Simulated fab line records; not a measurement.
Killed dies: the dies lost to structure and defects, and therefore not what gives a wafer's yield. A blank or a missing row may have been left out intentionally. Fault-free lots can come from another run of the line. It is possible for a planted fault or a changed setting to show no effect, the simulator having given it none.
The tool behind it: which one? | flow nand harc | Sampling: 11 lots, 32 wafers, 6 of 1302 route steps

WHAT THE GAUGES READ, wafer by wafer
NHARC_A_M0_THK_MEAS_24: measures by xrf. Usual: thk nm 113.6 nm, standard deviation 1.6.
lot  | measured     | on            | thk nm (nm)       | flag
L754 | day 23 06:17 | film metro-01 | 113.2 115.1 113.0 |
L757 | day 23 14:05 | film metro-02 | 112.5 111.4 113.1 |
L755 | day 23 15:33 | film metro-01 | 114.8 115.9 115.0 |
L756 | day 23 18:12 | film metro-01 | 114.2 112.4 111.5 |
L758 | day 24 12:35 | film metro-01 | 113.9 113.7 111.9 |
L760 | day 25 15:55 | film metro-02 | 115.0 111.5 111.9 |
L762 | day 26 20:56 | film metro-02 | 113.0 113.6 112.4 |
L763 | day 26 23:38 | film metro-01 | 112.3 113.2 113.6 |
L766 | day 27 08:49 | film metro-02 | 115.1 116.4 116.0 |
L774 | day 31 10:35 | film metro-02 | 114.2 111.9       |
L776 | day 32 23:23 | film metro-02 | 113.9 112.4 115.0 |

NHARC_A_M1_CD_MEAS_09: the cd target is 120 nm. Usual: cd nm 120.3 nm, standard deviation 0.67.
lot  | measured     | on        | cd nm (nm)        | flag
L754 | day 23 07:52 | cd sem-02 | 119.8 119.9 120.2 |
L757 | day 23 15:38 | cd sem-03 | 119.7 120.6 120.7 |
L755 | day 23 17:06 | cd sem-02 | 120.7 120.4 120.0 |
L756 | day 23 19:37 | cd sem-03 | 120.7 120.9 120.1 |
L758 | day 24 14:01 | cd sem-01 | 120.1 119.9 120.4 |
L760 | day 25 17:36 | cd sem-03 | 119.3 119.4 119.2 |
L762 | day 26 22:22 | cd sem-03 | 120.3 118.9 119.5 |
L763 | day 27 01:05 | cd sem-02 | 120.0 119.7 120.8 |
L766 | day 27 10:16 | cd sem-02 | 122.0 121.5 120.9 |
L774 | day 31 12:09 | cd sem-01 | 116.7 116.2       | OFF
L776 | day 33 00:56 | cd sem-01 | 118.5 117.5 118.2 | OFF

NHARC_A_M1_INSPECT_11. Usual: raw defect count 89, standard deviation 39.
lot  | measured     | on                | raw defect count | flag
L754 | day 23 08:00 | defect inspect-01 | 110 114 115      |
L757 | day 23 15:45 | defect inspect-02 | 118 133 116      |
L755 | day 23 17:14 | defect inspect-02 | 86 82 102        |
L756 | day 23 19:45 | defect inspect-01 | 48 59 55         |
L758 | day 24 14:08 | defect inspect-02 | 113 122 130      |
L760 | day 25 17:44 | defect inspect-01 | 67 72 70         |
L762 | day 26 22:29 | defect inspect-02 | 140 140 154      |
L763 | day 27 01:12 | defect inspect-02 | 73 80 83         |
L766 | day 27 10:24 | defect inspect-01 | 104 94 85        |
L774 | day 31 12:17 | defect inspect-02 | 94 111           |
L776 | day 33 01:04 | defect inspect-02 | 46 41 49         |

NHARC_END_SORT_01. Usual: defect limited yield 91.4 %, standard deviation 2.7; killed at array 53, standard deviation 18; killed at other 0.8, standard deviation 1.1; killed at periphery 4.1, standard deviation 2.7; killed dies 58, standard deviation 18; killed open 3.1, standard deviation 1.7; killed short 2.7, standard deviation 1.7; sort_bin_2_pct 3.0 %, standard deviation 1.2; sort_bin_3_pct 0.6 %, standard deviation 0.37; sort_bin_4_pct 4.9 %, standard deviation 1.5; sort n pass 619, standard deviation 18; sort rim yield pct 91 %, standard deviation 4.1; sort yield pct 91.4 %, standard deviation 2.7.
lot  | measured     | on        | defect limited yield (%) | killed at array | killed at other | killed at periphery | killed dies | killed open | killed short | sort_bin_2_pct (%) | sort_bin_3_pct (%) | sort_bin_4_pct (%) | sort n pass | sort rim yield pct (%) | sort yield pct (%) | flag
L756 | day 26 07:42 | prober-02 | 94.4 92.3 91.6           | 30 39 48        | 3 4 3           | 5 9 6               | 38 52 57    | 3 3 7       | 4 3 5        | 2.2 3.7 3.4        | 0.4 0.4 0.4        | 3.0 3.5 4.6        | 639 625 620 | 90 85 91               | 94.4 92.3 91.6     |
L763 | day 28 12:13 | prober-02 | 94.1 93.2 91.0           | 35 39 56        | 1 0 0           | 4 7 5               | 40 46 61    | 3 5 5       | 3 0 4        | 1.6 2.8 2.8        | 0.7 0.1 0.6        | 3.5 3.8 5.6        | 637 631 616 | 90 92 94               | 94.1 93.2 91.0     |
L766 | day 28 22:02 | prober-01 | 90.3 91.3 90.8           | 62 55 59        | 0 0 0           | 4 4 3               | 66 59 62    | 3 5 4       | 1 2 2        | 4.4 4.0 2.8        | 0.7 0.4 0.6        | 4.6 4.3 5.8        | 611 618 615 | 86 90 92               | 90.3 91.3 90.8     |

WHICH TOOL RAN EACH LOT (tool, then ch and the chambers of the sampled wafers, then the start)
lot  | NHARC_A_M0_DESCUM_14               | NHARC_A_M1_PEB_07
L754 | rie diel-01 ch 2,3, day 23 03:58   | litho track-04 ch 0, day 23 07:47
L757 | rie diel-01 ch 0,1,2, day 23 11:43 | litho track-06 ch 0, day 23 15:33
L755 | rie diel-09 ch 1,2, day 23 13:14   | litho track-06 ch 0, day 23 17:01
L756 | rie diel-09 ch 0,2,3, day 23 15:53 | litho track-01 ch 0, day 23 19:32
L758 | rie diel-04 ch 0,2, day 24 10:17   | litho track-04 ch 0, day 24 13:56
L760 | rie diel-01 ch 0,2, day 25 13:19   | litho track-06 ch 0, day 25 17:31
L762 | rie diel-04 ch 0,1, day 26 18:35   | litho track-04 ch 0, day 26 22:17
L763 | rie diel-09 ch 0,1,2, day 26 21:20 | litho track-06 ch 0, day 27 00:59
L766 | rie diel-04 ch 1,2,3, day 27 06:23 | litho track-01 ch 0, day 27 10:11
L774 | rie diel-09 ch 1,3, day 31 08:13   | litho track-06 ch 0, day 31 12:04
L776 | rie diel-01 ch 0,1, day 32 21:04   | litho track-06 ch 0, day 33 00:52
- NHARC_A_M0_DESCUM_14: chemistry O2, time 3 s.
- NHARC_A_M1_PEB_07: peb time 65 s.

AS READ BY THE TOOLS THEMSELVES (means over the sampled wafers that have a number; for cases with no such wafer, the mark the record gives instead)
NHARC_A_M0_DESCUM_14. Usual: chamber pressure mTorr 60.00 mTorr, standard deviation 0.048; drypump motor current A 5.6 A, standard deviation 0.47; oes product au 0.999 a.u., standard deviation 0.011; rf vpp V 57.6 V, standard deviation 1; showerhead plenum p Torr 1.88 Torr, standard deviation 0.079; throttle valve pct 11.311 %, standard deviation 0.0095.
lot  | tool        | chamber pressure mTorr (mTorr) | drypump motor current A (A) | oes product au (a.u.) | rf vpp V (V) | showerhead plenum p Torr (Torr) | throttle valve pct (%) | flag
L754 | rie diel-01 | 59.98                          | 5.8                         | 0.990                 | 56.8         | 1.92                            | 11.307                 |
L757 | rie diel-01 | 59.99                          | 5.7                         | 0.990                 | 57.9         | 1.88                            | 11.318                 |
L755 | rie diel-09 | 59.99                          | 4.9                         | 1.002                 | 57.3         | 1.81                            | 11.305                 |
L756 | rie diel-09 | 60.00                          | 5.5                         | 1.001                 | 58.4         | 1.89                            | 11.316                 |
L758 | rie diel-04 | 59.95                          | 5.6                         | 1.004                 | 57.7         | 1.95                            | 11.318                 |
L760 | rie diel-01 | 59.99                          | 5.6                         | 0.995                 | 57.4         | 1.83                            | 11.308                 |
L762 | rie diel-04 | 60.00                          | 5.7                         | 1.002                 | 58.0         | 1.94                            | 11.308                 |
L763 | rie diel-09 | 60.00                          | 5.2                         | 1.006                 | 57.5         | 1.86                            | 11.307                 |
L766 | rie diel-04 | 60.00                          | 5.4                         | 0.990                 | 57.4         | 1.82                            | 11.309                 |
L774 | rie diel-09 | 59.98                          | 5.2                         | 1.000                 | 58.5         | 1.83                            | 11.295                 |
L776 | rie diel-01 | 60.02                          | 5.9                         | 0.995                 | 58.0         | 1.90                            | 11.309                 |

NHARC_A_M1_PEB_07. Usual: chill plate temp C 22.99 C, standard deviation 0.12; heater power total W 156.6 W, standard deviation 0.43; plate temp C 100.01 C, standard deviation 0.14.
lot  | tool           | chill plate temp C (C) | heater power total W (W) | plate temp C (C) | flag
L754 | litho track-04 | 22.87                  | 156.4                    | 99.96            |
L757 | litho track-06 | 22.93                  | 156.6                    | 100.01           |
L755 | litho track-06 | 23.09                  | 156.6                    | 99.98            |
L756 | litho track-01 | 23.12                  | 156.6                    | 100.19           |
L758 | litho track-04 | 23.13                  | 156.7                    | 99.92            |
L760 | litho track-06 | 22.79                  | 156.9                    | 99.95            |
L762 | litho track-04 | 23.03                  | 157.0                    | 99.85            |
L763 | litho track-06 | 23.01                  | 156.2                    | 99.78            |
L766 | litho track-01 | 22.90                  | 156.6                    | 100.01           |
L774 | litho track-06 | 23.14                  | 155.6                    | 99.38            | OFF
L776 | litho track-06 | 23.06                  | 154.7                    | 99.16            | OFF

THE ANSWER, worked out from the rows above alone
Rule: a lot counts as off when the mean over its wafers that have a number is more than 3 standard deviations away from the usual mean. Also off: a lot with no number at a reading for which 4 or more lots have one. Where the step has rows for the other lots, those lots are counted as sound. Order of review: gauges by route order, followed by the tools' own readings, for which a lot's mean as printed above is used. At the first step where some lot is off, the reading lying furthest off is the one used; lots without a number count as furthest.
Off: L774, L776 (NHARC_A_M1_CD_MEAS_09, cd nm).
If a tool, at a process step before that reading, ran all the lots that are off and no sound lot after the first of them, it fits. Not tried: the gauges at NHARC_A_M1_CD_MEAS_09; whatever is off there is also off at NHARC_A_M1_PEB_07, on other tools, and gauge error can't account for it. One candidate fits, namely litho track-06 at NHARC_A_M1_PEB_07. A fault onset in the window from L763 (day 27 00:59, its last sound lot) to L774 (day 31 12:04, its first lot off) fits.
The tool's own readings at NHARC_A_M1_PEB_07 bear it out: on the lots that are off they differ by more than 5 times the standard deviation of the sound lots' means. heater power total W reads 155.1 W there against 156.6 W on the sound lots; plate temp C reads 99.27 C there against 99.96 C on the sound lots.

WHAT HAD BEEN PUT IN BY THE SIMULATOR
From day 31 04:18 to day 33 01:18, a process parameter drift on litho track-06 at NHARC_A_M1_PEB_07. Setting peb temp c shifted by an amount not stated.
Shown lots that were struck: L774, L776. Same finding as the rule above.
